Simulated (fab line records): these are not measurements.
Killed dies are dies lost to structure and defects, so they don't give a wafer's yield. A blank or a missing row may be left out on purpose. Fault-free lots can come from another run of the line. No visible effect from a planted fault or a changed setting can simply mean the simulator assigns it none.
Which tool was responsible? || flow n5Finfet || 15 wafers from 6 lots sampled at 4 of the route's 1938 steps

WHAT THE GAUGES READ, wafer by wafer
N5_ILD0_THK_MEAS_08.
{"lot": "L190", "measured": "day 4 14:14", "on": "filmMetro-02", "thkNm (nm)": "138.7 138.4 141.8"}
{"lot": "L200", "measured": "day 7 01:20", "on": "filmMetro-02", "thkNm (nm)": "140.6 140.3"}
{"lot": "L202", "measured": "day 7 18:47", "on": "filmMetro-02", "thkNm (nm)": "140.5 140.3 139.9"}
{"lot": "L205", "measured": "day 8 06:38", "on": "filmMetro-01", "thkNm (nm)": "137.7 139.9 140.3"}
{"lot": "L208", "measured": "day 8 19:29", "on": "filmMetro-02", "thkNm (nm)": "139.9 137.2"}
{"lot": "L210", "measured": "day 9 12:06", "on": "filmMetro-01", "thkNm (nm)": "138.4 138.6"}

TOOL THAT RAN EACH LOT (tool first, then ch and the chambers of the sampled wafers, then the start)
{"lot": "L190", "N5_SD_EPI_P_ETCH_37": "rieDiel-01 ch 1,2,3, day 4 03:13", "N5_SD_ACTIVATION_LSA_01": "laserAnneal-02 ch 0, day 4 10:41", "N5_ILD0_CMP_03": "cmp-04 ch 0,3, day 4 13:35"}
{"lot": "L200", "N5_SD_EPI_P_ETCH_37": "rieDiel-01 ch 1,2, day 6 17:55", "N5_SD_ACTIVATION_LSA_01": "laserAnneal-02 ch 0, day 6 21:51", "N5_ILD0_CMP_03": "cmp-02 ch 0,1, day 7 00:49"}
{"lot": "L202", "N5_SD_EPI_P_ETCH_37": "rieDiel-06 ch 0,1,2, day 7 10:13", "N5_SD_ACTIVATION_LSA_01": "laserAnneal-02 ch 0, day 7 15:17", "N5_ILD0_CMP_03": "cmp-01 ch 1,2,3, day 7 18:12"}
{"lot": "L205", "N5_SD_EPI_P_ETCH_37": "rieDiel-06 ch 0,3, day 7 23:00", "N5_SD_ACTIVATION_LSA_01": "laserAnneal-01 ch 0, day 8 02:52", "N5_ILD0_CMP_03": "cmp-02 ch 0,2, day 8 06:02"}
{"lot": "L208", "N5_SD_EPI_P_ETCH_37": "rieDiel-01 ch 1,2, day 8 10:50", "N5_SD_ACTIVATION_LSA_01": "laserAnneal-01 ch 0, day 8 15:40", "N5_ILD0_CMP_03": "cmp-04 ch 2,3, day 8 19:01"}
{"lot": "L210", "N5_SD_EPI_P_ETCH_37": "rieDiel-02 ch 1,2, day 9 03:30", "N5_SD_ACTIVATION_LSA_01": "laserAnneal-01 ch 0, day 9 08:26", "N5_ILD0_CMP_03": "cmp-01 ch 0,1, day 9 11:34"}
- N5_SD_EPI_P_ETCH_37: etches SOC in N2/H2, overetch 108 nm, time 486 s.
- N5_SD_ACTIVATION_LSA_01: time 0.0008 s.
- N5_ILD0_CMP_03: polishes, stops on SiNx, t overpolish 1.9 s, target thk 197.38 nm.

THE ANSWER, worked out from the rows above alone
Rule: the usual values come from the lots themselves. Put in order of their means at a reading, lots are off if they are a third of the lots or fewer, leave a main group of 4 or more, and stand apart from it by a gap of 3 or more times the standard deviation of the main group's means; of several such gaps the widest counts. A main group is skipped when, at the precision printed for the reading in the tables above, its means are all equal. Also off: a lot with no number at a reading for which 4 or more lots have one. Any other lot the step has rows for is counted as sound.
No lot is off at any reading shown: from this, nothing can be told.

WHAT THE SIMULATOR PUT IN
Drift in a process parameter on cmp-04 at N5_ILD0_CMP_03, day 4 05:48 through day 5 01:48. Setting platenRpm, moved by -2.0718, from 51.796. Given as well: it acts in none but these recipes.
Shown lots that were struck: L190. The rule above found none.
